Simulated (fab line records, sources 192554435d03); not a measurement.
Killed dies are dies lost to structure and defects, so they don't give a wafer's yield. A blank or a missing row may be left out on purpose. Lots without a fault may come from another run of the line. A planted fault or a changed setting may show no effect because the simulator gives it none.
Which tool did it? | flow n5_finfet | 11 lots, 33 wafers sampled, at 1 step of a route of 1938

WHAT THE GAUGES READ, wafer by wafer
N5_BEOL_M9_CD_MEAS_18: pitch 140 nm, target cd 70 nm.
lot  | measured     | on        | cd_nm (nm)
L076 | day 10 17:09 | cd_sem-03 | 69.2 69.6 69.4
L079 | day 11 00:34 | cd_sem-03 | 70.0 70.8 70.2
L081 | day 11 23:02 | cd_sem-02 | 70.1 70.2 69.7
L077 | day 12 09:05 | cd_sem-03 | 70.4 69.9 69.4
L083 | day 12 20:26 | cd_sem-02 | 70.2 69.7 69.9
L086 | day 13 10:51 | cd_sem-02 | 69.4 69.5 69.6
L087 | day 13 17:44 | cd_sem-01 | 69.5 70.2 69.6
L091 | day 14 20:00 | cd_sem-03 | 68.6 69.5 68.7
L094 | day 15 08:45 | cd_sem-02 | 70.3 70.3 69.9
L093 | day 15 09:04 | cd_sem-03 | 70.2 70.3 69.9
L097 | day 15 13:01 | cd_sem-03 | 70.1 70.1 69.7

WHICH TOOL RAN EACH LOT (tool, then ch and the chambers of the sampled wafers, then the start)
The record holds no process step before these readings.

THE ANSWER, worked out from the rows above alone
Rule: what is usual is taken from the lots themselves. Put in order of their means at a reading, lots are off if they are a third of the lots or fewer, leave a main group of 4 or more, and stand apart from it by a gap of 3 or more times the standard deviation of the main group's means; of several such gaps the widest counts. A main group whose means are all the same, to the digits that the tables above print for the reading, isn't used. A lot without any number at a reading at which 4 lots or more have one is off too. The other lots that the step has rows for count as sound.
No lot is off at any reading shown: from this, nothing can be told.

WHAT THE SIMULATOR HAD PUT IN
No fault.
